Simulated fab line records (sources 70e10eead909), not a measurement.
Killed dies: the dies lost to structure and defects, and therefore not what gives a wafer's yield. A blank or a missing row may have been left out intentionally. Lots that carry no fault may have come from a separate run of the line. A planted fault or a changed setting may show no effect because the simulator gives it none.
fab line records ; flow nand_harc
[record] lots = 6; wafers = 18; last_day = 25
route steps=1159 shown A_SGD_CUT@753 END@1159
lots untouched by any fault: they come from a run of this same line in which no faults occurred
start_h: hours from the record's first day to the start of the lot's first wafer shown ; wait_h: how many hours have passed since the lot's step before this one ; " unchanged from the row above ; L1.1+2: a row that stands for several wafers ; - no value present, or no start provided ; * or withheld: withheld ; < > ~ a bound
route shown NAME@n: names a module that has steps shown in the file, with the first one's number in the route ; usual: mean and standard deviation over wafers with no fault ; same: alike in all rows ; chamber/n: place in a boat ; sites: per-site readings ; _std_site: their standard deviation ; _edge_site: outer sites' mean less inner sites' ; radius_mm: for every site, how far away it sits from the centre of the wafer ; mask NAME#n: copy n ; behind: the last tool/chamber to shape the wafer ; hold: why the lot went on hold/how many hours it stayed there/how the hold came to an end ; device: whichever transistor did not switch (one of n, p or np) ; end of line: at the end of the route, the tests of the same wafers ; step lacking rows: just its recipe ; killed: not the wafer's yield, but the dies lost to structure and defects at the first sort ; map: per-die view of a wafer (x killed, . not killed, _ where there is no die)
set.NAME: the setting as run; set.NAME@STEP: as run at that earlier step ; model.NAME: the simulator's own value behind a step, which no gauge read
lots at selected steps of the route; one table per step, one row per wafer
services: from which hour (start_h, from the record's first day; less than 0 if before it) a tool's chamber was out of use, for how many hours, and why
[[steps]]
[step NHARC_A_SGD_CUT_SOFTBAKE_04]
[recipe] temp_c = 105; time_s = 55
[step NHARC_A_SGD_CUT_EBR_05]
[step NHARC_A_SGD_CUT_EXPOSE_06]
[recipe] na = 1.35; dose_mj = 85.59; mask_id = SGD
[step NHARC_A_SGD_CUT_PEB_07]
[recipe] peb_temp_c = 100; peb_time_s = 65
[step NHARC_A_SGD_CUT_DEVELOP_08]
[recipe] develop_time_s = 35; dev_temp_c = 23
[step NHARC_A_SGD_CUT_CD_MEAS_09]
[recipe] target_cd_nm = 100; landing_energy_ev = 500
[usual] cd_nm = 100.1/0.56
lot.wafer;tool;chamber;start_h;wait_h;cd_nm
L263.1;cd_sem-01;0;352.11;-;99.3
L263.4;cd_sem-01;0;352.11;-;100.0
L263.6;cd_sem-01;0;352.11;-;99.7
L266.3;cd_sem-02;0;363.11;-;100.0
L266.4;cd_sem-02;0;363.11;-;99.9
L266.5;cd_sem-02;0;363.11;-;100.2
L268.1;cd_sem-03;0;384.34;-;101.5
L268.2;cd_sem-03;0;384.34;-;100.3
L268.6;cd_sem-03;0;384.34;-;99.9
L272.3;cd_sem-02;0;417.21;-;100.0
L272.4;cd_sem-02;0;417.21;-;100.2
L272.5;cd_sem-02;0;417.21;-;101.0
L276.1;cd_sem-01;0;443.27;-;101.0
L276.3;cd_sem-01;0;443.27;-;100.5
L276.6;cd_sem-01;0;443.27;-;101.3
L278.1;cd_sem-01;0;463.00;-;100.0
L278.2;cd_sem-01;0;463.00;-;100.0
L278.5;cd_sem-01;0;463.00;-;100.4
[step NHARC_A_SGD_CUT_OVL_MEAS_10]
[usual] overlay_x_nm = 0.1/0.97; overlay_y_nm = 0.0/0.99
lot.wafer;tool;chamber;start_h;wait_h;overlay_x_nm;overlay_y_nm
L263.1;overlay-01;-;352.20;-;-0.1;-1.0
L263.4;overlay-01;-;352.20;-;0.1;-0.9
L263.6;overlay-01;-;352.20;-;-0.1;-0.5
L266.3;overlay-01;-;363.19;-;-0.1;2.2
L266.4;overlay-01;-;363.19;-;-0.7;2.1
L266.5;overlay-01;-;363.19;-;-0.2;2.8
L268.1;overlay-01;-;384.42;-;1.4;0.0
L268.2;overlay-01;-;384.42;-;1.7;-0.1
L268.6;overlay-01;-;384.42;-;1.1;-0.1
L272.3;overlay-01;-;417.30;-;1.3;0.4
L272.4;overlay-01;-;417.30;-;1.3;0.8
L272.5;overlay-01;-;417.30;-;0.6;1.1
L276.1;overlay-02;-;443.35;-;1.5;-0.4
L276.3;overlay-02;-;443.35;-;2.4;-0.7
L276.6;overlay-02;-;443.35;-;1.6;-0.5
L278.1;overlay-02;-;463.09;-;-0.1;0.0
L278.2;overlay-02;-;463.09;-;-0.2;0.3
L278.5;overlay-02;-;463.09;-;-0.4;-0.2
[step NHARC_A_SGD_CUT_INSPECT_11]
[usual] raw_defect_count = 17/9.1
lot.wafer;tool;chamber;start_h;wait_h;raw_defect_count
L263.1;defect_inspect-01;-;352.23;0.0;9
L263.4;defect_inspect-01;-;352.23;0.0;10
L263.6;defect_inspect-01;-;352.23;0.0;8
L266.3;defect_inspect-02;-;363.23;0.0;13
L266.4;defect_inspect-02;-;363.23;0.0;4
L266.5;defect_inspect-02;-;363.23;0.0;7
L268.1;defect_inspect-01;-;384.46;0.0;26
L268.2;defect_inspect-01;-;384.46;0.0;21
L268.6;defect_inspect-01;-;384.46;0.0;24
L272.3;defect_inspect-01;-;417.33;0.0;12
L272.4;defect_inspect-01;-;417.33;0.0;11
L272.5;defect_inspect-01;-;417.33;0.0;9
L276.1;defect_inspect-01;-;443.39;0.0;15
L276.3;defect_inspect-01;-;443.39;0.0;11
L276.6;defect_inspect-01;-;443.39;0.0;11
L278.1;defect_inspect-01;-;463.13;0.0;1
L278.2;defect_inspect-01;-;463.13;0.0;6
L278.5;defect_inspect-01;-;463.13;0.0;2
[step NHARC_A_SGD_CUT_DESCUM_14]
[recipe] time_s = 3; o2_flow_sccm = 200; ar_flow_sccm = 0; bias_power_w = 0; chemistry = O2
[usual] drypump_motor_current_A = 5.9/0.57; oes_product_au = 0.999/0.015; rf_vpp_V = 58.0/0.84; showerhead_plenum_p_Torr = 1.96/0.085; throttle_valve_pct = 11.311/0.0093
lot.wafer;tool;chamber;start_h;wait_h;drypump_motor_current_A;oes_product_au;rf_hours_counter_h;rf_vpp_V;showerhead_plenum_p_Torr;throttle_valve_pct
L263.1;rie_diel-09;2;352.30;0.1;6.3;0.990;6;58.6;2.03;11.310
L263.4;rie_diel-09;3;352.30;0.1;6.0;1.024;6;58.4;2.05;11.306
L263.6;rie_diel-09;1;352.30;0.1;6.7;0.991;-;58.8;2.00;11.313
L266.4;rie_diel-09;2;363.29;0.1;6.3;0.986;7;59.1;2.03;11.320
L266.3;rie_diel-09;0;363.29;0.1;5.9;0.992;6;57.0;1.99;11.293
L266.5;rie_diel-09;2;363.29;0.1;6.3;0.982;-;58.3;2.03;11.312
L268.1;rie_diel-08;0;384.52;0.1;5.6;0.979;7;56.4;1.77;11.300
L268.2;rie_diel-08;1;384.52;0.1;6.0;1.029;5;57.1;2.03;11.325
L268.6;rie_diel-08;2;384.52;0.1;5.7;0.989;-;57.5;1.81;11.324
L272.3;rie_diel-08;3;417.40;0.1;5.0;0.997;8;57.8;1.91;11.286
L272.4;rie_diel-08;1;417.40;0.1;6.0;1.023;9;58.4;2.02;11.308
L272.5;rie_diel-08;3;417.40;0.1;5.0;0.995;-;56.8;1.91;11.309
L276.1;rie_diel-09;3;443.45;0.1;5.9;1.008;0;58.9;2.05;11.302
L276.3;rie_diel-09;0;443.45;0.1;5.9;0.989;0;57.9;1.99;11.305
L276.6;rie_diel-09;0;443.45;0.1;5.9;0.994;-;59.3;1.99;11.312
L278.2;rie_diel-09;1;463.21;0.1;6.7;0.995;2;57.6;1.99;11.309
L278.1;rie_diel-09;2;463.21;0.1;6.3;1.006;2;57.9;2.03;11.305
L278.5;rie_diel-09;3;463.21;0.1;5.9;1.010;-;58.0;2.05;11.302
[step NHARC_A_SGD_CUT_ETCH_58]
[recipe] target_depth_a = 390; over_etch_frac = 0.3; time_s = 65; ion_energy_ev = 80; cf4_flow_sccm = 150; ar_flow_sccm = 0; rf_w = 300; bias_w = 100; chemistry = CF4
[usual] drypump_motor_current_A = 5.9/0.57; oes_product_au = 1.000/0.015; rf_vpp_V = 151.8/1.1; showerhead_plenum_p_Torr = 1.81/0.074; throttle_valve_pct = 13.284/0.0087
lot.wafer;tool;chamber;start_h;wait_h;drypump_motor_current_A;oes_product_au;rf_hours_counter_h;rf_vpp_V;showerhead_plenum_p_Torr;throttle_valve_pct
L263.1;rie_diel-09;2;352.39;0.1;6.3;0.991;6;152.6;1.87;13.285
L263.4;rie_diel-09;3;352.39;0.1;5.9;1.029;6;152.2;1.89;13.286
L263.6;rie_diel-09;1;352.39;0.1;6.8;0.983;-;150.5;1.84;13.282
L266.3;rie_diel-09;1;363.39;0.1;6.7;0.978;7;152.8;1.84;13.282
L266.4;rie_diel-09;2;363.39;0.1;6.3;0.979;7;152.8;1.87;13.265
L266.5;rie_diel-09;3;363.39;0.1;5.9;1.029;-;151.6;1.89;13.280
L268.2;rie_diel-08;0;384.63;0.1;5.6;0.987;7;150.1;1.65;13.289
L268.1;rie_diel-08;1;384.63;0.1;6.0;1.021;5;153.2;1.86;13.272
L268.6;rie_diel-08;2;384.63;0.1;5.7;1.007;-;149.7;1.68;13.285
L272.3;rie_diel-08;1;417.48;0.1;6.0;1.038;9;152.1;1.86;13.292
L272.4;rie_diel-08;2;417.48;0.1;5.7;1.006;10;150.1;1.68;13.282
L272.5;rie_diel-08;0;417.48;0.1;5.6;1.009;-;149.5;1.65;13.276
L276.1;rie_diel-09;0;443.55;0.1;5.9;0.994;0;151.9;1.83;13.265
L276.3;rie_diel-09;2;443.55;0.1;6.3;0.998;0;153.2;1.87;13.281
L276.6;rie_diel-09;0;443.55;0.1;5.9;0.989;-;152.9;1.83;13.295
L278.1;rie_diel-09;2;463.28;0.1;6.3;1.009;2;154.1;1.87;13.290
L278.2;rie_diel-09;0;463.28;0.1;5.9;0.983;3;151.8;1.83;13.289
L278.5;rie_diel-09;3;463.28;0.1;5.9;1.009;-;152.2;1.89;13.284
[step NHARC_A_SGD_CUT_ETCH_59]
[recipe] target_depth_a = 2600; over_etch_frac = 0.25; time_s = 406.25; ion_energy_ev = 200; n2_flow_sccm = 150; h2_flow_sccm = 150; ar_flow_sccm = 0; rf_w = 400; bias_w = 150; chemistry = N2/H2
[usual] drypump_motor_current_A = 5.9/0.57; oes_product_au = 1.000/0.013; rf_vpp_V = 432.0/2.7; showerhead_plenum_p_Torr = 2.10/0.095; throttle_valve_pct = 14.171/0.0094
lot.wafer;tool;chamber;start_h;wait_h;drypump_motor_current_A;oes_product_au;rf_hours_counter_h;rf_vpp_V;showerhead_plenum_p_Torr;throttle_valve_pct
L263.1;rie_diel-09;2;-;-;6.3;0.992;6;434.3;2.17;14.181
L263.4;rie_diel-09;3;-;-;6.0;1.025;6;434.6;2.19;14.174
L263.6;rie_diel-09;2;-;-;6.3;1.002;-;433.6;2.17;14.158
L266.4;rie_diel-09;2;-;-;6.3;0.989;7;434.0;2.17;14.161
L266.3;rie_diel-09;3;-;-;6.0;1.025;7;434.4;2.19;14.179
L266.5;rie_diel-09;0;-;-;5.9;1.004;-;430.9;2.12;14.179
L268.1;rie_diel-08;2;-;-;5.7;0.994;7;427.1;1.93;14.172
L268.2;rie_diel-08;0;-;-;5.6;0.992;7;426.8;1.88;14.161
L268.6;rie_diel-08;0;-;-;5.6;0.988;-;426.7;1.88;14.167
L272.3;rie_diel-08;3;-;-;5.0;0.995;8;429.8;2.04;14.185
L272.4;rie_diel-08;1;-;-;6.1;1.021;9;433.8;2.16;14.168
L272.5;rie_diel-08;0;-;-;5.6;0.998;-;426.2;1.88;14.167
L276.3;rie_diel-09;1;-;-;6.7;1.000;0;433.4;2.13;14.168
L276.1;rie_diel-09;0;-;-;5.9;0.987;0;433.0;2.12;14.172
L276.6;rie_diel-09;2;-;-;6.3;1.001;-;433.8;2.17;14.179
L278.2;rie_diel-09;3;-;-;5.9;1.002;2;433.4;2.19;14.157
L278.1;rie_diel-09;0;-;-;5.9;0.992;3;433.3;2.12;14.181
L278.5;rie_diel-09;3;-;-;5.9;1.019;-;434.8;2.19;14.163
[step NHARC_A_SGD_CUT_ETCH_15]
[recipe] target_depth_a = 750; time_s = 64.3; ch3f_flow_sccm = 50; o2_flow_sccm = 30; ar_flow_sccm = 200; rf_w = 500; bias_w = 100; chemistry = CH3F/O2
[usual] drypump_motor_current_A = 5.9/0.57; oes_product_au = 0.965/0.02; rf_vpp_V = 264.6/1.8; showerhead_plenum_p_Torr = 2.52/0.11; throttle_valve_pct = 20.664/0.0095
lot.wafer;tool;chamber;start_h;wait_h;drypump_motor_current_A;oes_product_au;rf_hours_counter_h;rf_vpp_V;showerhead_plenum_p_Torr;throttle_valve_pct
L263.1;rie_diel-09;2;-;-;6.3;0.956;6;266.0;2.61;20.648
L263.4;rie_diel-09;3;-;-;5.9;1.007;6;265.7;2.63;20.662
L263.6;rie_diel-09;2;-;-;6.3;0.960;-;265.3;2.61;20.676
L266.3;rie_diel-09;3;-;-;5.9;0.951;7;267.1;2.63;20.663
L266.4;rie_diel-09;1;-;-;6.7;0.917;7;268.5;2.56;20.658
L266.5;rie_diel-09;3;-;-;5.9;0.962;-;267.0;2.63;20.678
L268.1;rie_diel-08;1;-;-;6.0;0.945;5;265.4;2.60;20.674
L268.2;rie_diel-08;0;-;-;5.6;0.911;7;259.2;2.28;20.678
L268.6;rie_diel-08;0;-;-;5.7;0.914;-;260.0;2.28;20.671
L272.4;rie_diel-08;2;-;-;5.7;0.959;10;263.1;2.34;20.664
L272.3;rie_diel-08;0;-;-;5.6;0.959;11;260.4;2.28;20.659
L272.5;rie_diel-08;1;-;-;6.0;0.985;-;265.4;2.60;20.661
L276.3;rie_diel-09;2;-;-;6.3;0.964;1;265.8;2.60;20.658
L276.1;rie_diel-09;3;-;-;5.9;0.954;1;267.0;2.63;20.669
L276.6;rie_diel-09;1;-;-;6.8;0.950;-;266.1;2.56;20.660
L278.1;rie_diel-09;1;-;-;6.8;0.979;3;265.2;2.56;20.679
L278.2;rie_diel-09;0;-;-;5.9;0.937;3;265.3;2.55;20.667
L278.5;rie_diel-09;1;-;-;6.8;0.972;-;264.6;2.56;20.662
[step NHARC_A_SGD_CUT_ETCH_16]
[recipe] target_depth_a = 3105; time_s = 155.2; c4f8_flow_sccm = withheld; o2_flow_sccm = 8; ar_flow_sccm = withheld; rf_w = 600; bias_w = 800; chemistry = C4F8/O2/Ar
[usual] oes_product_au = 0.975/0.017; rf_vpp_V = 726/4.6
lot.wafer;tool;chamber;start_h;wait_h;oes_product_au;rf_hours_counter_h;rf_vpp_V
L263.4;rie_diel-09;0;352.89;-;1.091;5;729
L263.1;rie_diel-09;1;352.89;-;0.966;6;728
L263.6;rie_diel-09;2;352.89;-;0.962;-;727
L266.3;rie_diel-09;2;363.87;-;0.939;7;729
L266.4;rie_diel-09;0;363.87;-;1.053;6;727
L266.5;rie_diel-09;1;363.87;-;0.934;-;726
L268.2;rie_diel-08;0;385.20;-;0.937;7;715
L268.1;rie_diel-08;2;385.20;-;0.944;7;719
L268.6;rie_diel-08;2;385.20;-;0.944;-;718
L272.4;rie_diel-08;1;417.98;-;1.001;9;730
L272.3;rie_diel-08;2;417.98;-;0.988;10;718
L272.5;rie_diel-08;0;417.98;-;0.968;-;717
L276.1;rie_diel-09;0;444.09;-;0.953;1;726
L276.3;rie_diel-09;2;444.09;-;0.972;1;729
L276.6;rie_diel-09;0;444.09;-;0.945;-;726
L278.1;rie_diel-09;1;463.76;-;0.982;3;726
L278.2;rie_diel-09;2;463.76;-;0.996;2;730
L278.5;rie_diel-09;2;463.76;-;0.993;-;729
[step NHARC_A_SGD_CUT_STRIP_60]
[recipe] c4f8_flow_sccm = withheld; o2_flow_sccm = 8; ar_flow_sccm = withheld; bias_w = 0; chemistry = C4F8/O2/Ar
[step NHARC_END_SORT_01]
[recipe] temp_c = 25
[usual] killed_at_array = 27/10; killed_at_other = 0.6/0.83; killed_at_periphery = 2.4/1.8; killed_dies = 30/10; killed_open = 3.3/1.7; killed_short = 1.8/1.4
[same] gross_dies = 677
lot.wafer;tool;chamber;start_h;wait_h;killed_at_array;killed_at_other;killed_at_periphery;killed_dies;killed_open;killed_short
L263.4;prober-02;0;488.09;3.4;675;2;0;677;2;1
L266.4;prober-01;0;492.22;3.4;675;0;2;677;1;0
// killed by level:class
L263.4 A_SGD_CUT:area_etch=664 A_CHANNEL_HOLE_D1:chamber_film_flake=7 THIN_TSV:chamber_film_flake=2 A_ONON_D1:geometric_particle:short=1 A_CONTACT:geometric_particle:open=1 A_M0:geometric_particle:open=1 A_CHANNEL_FILL_D1:chamber_film_flake=1
L266.4 A_SGD_CUT:area_etch=657 A_SLIT:chamber_film_flake=13 A_CHANNEL_HOLE_D1:chamber_film_flake=2 A_CONTACT:chamber_film_flake=2 A_CHANNEL_FILL_D1:geometric_particle:open=1 P_GATE:chamber_film_flake=1 P_M0:chamber_film_flake=1
// map L263.4 (x killed, . not)
____________x____________
_________xxxxxxx_________
_______xxxxxxxxxxx_______
______xxxxxxxxxxxxx______
_____xxxxxxxxxxxxxxx_____
____xxxxxxxxxxxxxxxxx____
____xxxxxxxxxxxxxxxxx____
___xxxxxxxxxxxxxxxxxxx___
___xxxxxxxxxxxxxxxxxxx___
__xxxxxxxxxxxxxxxxxxxxx__
__xxxxxxxxxxxxxxxxxxxxx__
_xxxxxxxxxxxxxxxxxxxxxxx_
_xxxxxxxxxxxxxxxxxxxxxxx_
_xxxxxxxxxxxxxxxxxxxxxxx_
_xxxxxxxxxxxxxxxxxxxxxxx_
_xxxxxxxxxxxxxxxxxxxxxxx_
xxxxxxxxxxxxxxxxxxxxxxxxx
xxxxxxxxxxxxxxxxxxxxxxxxx
xxxxxxxxxxxxxxxxxxxxxxxxx
xxxxxxxxxxxxxxxxxxxxxxxxx
xxxxxxxxxxxxxxxxxxxxxxxxx
_xxxxxxxxxxxxxxxxxxxxxxx_
_xxxxxxxxxxxxxxxxxxxxxxx_
_xxxxxxxxxxxxxxxxxxxxxxx_
_xxxxxxxxxxxxxxxxxxxxxxx_
_xxxxxxxxxxxxxxxxxxxxxxx_
__xxxxxxxxxxxxxxxxxxxxx__
__xxxxxxxxxxxxxxxxxxxxx__
___xxxxxxxxxxxxxxxxxxx___
___xxxxxxxxxxxxxxxxxxx___
____xxxxxxxxxxxxxxxxx____
____xxxxxxxxxxxxxxxxx____
_____xxxxxxxxxxxxxxx_____
______xxxxxxxxxxxxx______
_______xxxxxxxxxxx_______
_________xxxxxxx_________
____________x____________
// map L266.4 (x killed, . not)
____________x____________
_________xxxxxxx_________
_______xxxxxxxxxxx_______
______xxxxxxxxxxxxx______
_____xxxxxxxxxxxxxxx_____
____xxxxxxxxxxxxxxxxx____
____xxxxxxxxxxxxxxxxx____
___xxxxxxxxxxxxxxxxxxx___
___xxxxxxxxxxxxxxxxxxx___
__xxxxxxxxxxxxxxxxxxxxx__
__xxxxxxxxxxxxxxxxxxxxx__
_xxxxxxxxxxxxxxxxxxxxxxx_
_xxxxxxxxxxxxxxxxxxxxxxx_
_xxxxxxxxxxxxxxxxxxxxxxx_
_xxxxxxxxxxxxxxxxxxxxxxx_
_xxxxxxxxxxxxxxxxxxxxxxx_
xxxxxxxxxxxxxxxxxxxxxxxxx
xxxxxxxxxxxxxxxxxxxxxxxxx
xxxxxxxxxxxxxxxxxxxxxxxxx
xxxxxxxxxxxxxxxxxxxxxxxxx
xxxxxxxxxxxxxxxxxxxxxxxxx
_xxxxxxxxxxxxxxxxxxxxxxx_
_xxxxxxxxxxxxxxxxxxxxxxx_
_xxxxxxxxxxxxxxxxxxxxxxx_
_xxxxxxxxxxxxxxxxxxxxxxx_
_xxxxxxxxxxxxxxxxxxxxxxx_
__xxxxxxxxxxxxxxxxxxxxx__
__xxxxxxxxxxxxxxxxxxxxx__
___xxxxxxxxxxxxxxxxxxx___
___xxxxxxxxxxxxxxxxxxx___
____xxxxxxxxxxxxxxxxx____
____xxxxxxxxxxxxxxxxx____
_____xxxxxxxxxxxxxxx_____
______xxxxxxxxxxxxx______
_______xxxxxxxxxxx_______
_________xxxxxxx_________
____________x____________
[[services]]
tool;chamber;start_h;hours;kind
rie_diel-08;1;329.97;12.8;repair
rie_diel-09;0;336.62;-;clean
rie_diel-09;1;336.62;-;clean
rie_diel-09;2;336.62;-;clean
rie_diel-09;3;336.62;-;clean
rie_diel-08;1;346.33;9.3;repair
rie_diel-09;0;361.12;-;clean
rie_diel-09;1;361.12;-;clean
rie_diel-09;2;361.12;-;clean
rie_diel-09;3;361.12;-;clean
rie_diel-09;-;370.91;1.0;repair
rie_diel-08;3;373.46;14.7;repair
rie_diel-09;0;385.62;-;clean
rie_diel-09;1;385.62;-;clean
rie_diel-09;2;385.62;-;clean
rie_diel-09;3;385.62;-;clean
rie_diel-09;0;410.12;-;clean
rie_diel-09;1;410.12;-;clean
rie_diel-09;2;410.12;-;clean
rie_diel-09;3;410.12;-;clean
rie_diel-08;-;424.65;61.7;repair
rie_diel-09;-;431.12;9.0;pm
rie_diel-09;0;431.12;9.0;vent_cycle
rie_diel-09;1;431.12;9.0;vent_cycle
[[key]]
[first_sign] step = NHARC_A_SGD_CUT_ETCH_16; reading = oes_product_au; direction = up; sigmas = 5.6; usual = 0.975; struck = 1.072
[effect] step = NHARC_END_SORT_01; reading = killed_at_array; direction = up; sigmas = 63; usual = 27; struck = 675
[more_kills_born_at] NHARC_A_SGD_CUT_ETCH_16@rie_diel-09 = 1321
met_at NHARC_A_SGD_CUT_ETCH_16
struck_wafers L263.4,L266.4
later_rows_left_out L263.4,L266.4
tester_left_out L263,L266
[fault] kind = process_parameter_drift; tool = rie_diel-09; chamber = 0; onset_h = 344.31; steps = NHARC_A_SGD_CUT_ETCH_16; channel = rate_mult; offset = 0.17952; shape = step; end_h = 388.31
// tester_left_out: of these lots the tester's yield and bins aren't shown, on N5 and GAA mostly nor the transistor test; their killed dies are dies lost to structure and defects alone, not to doping, threshold or leakage, so they don't give the yield
// later_rows_left_out: the simulator's readings of these wafers behind a module that went badly wrong aren't trusted and aren't shown, but for the sort
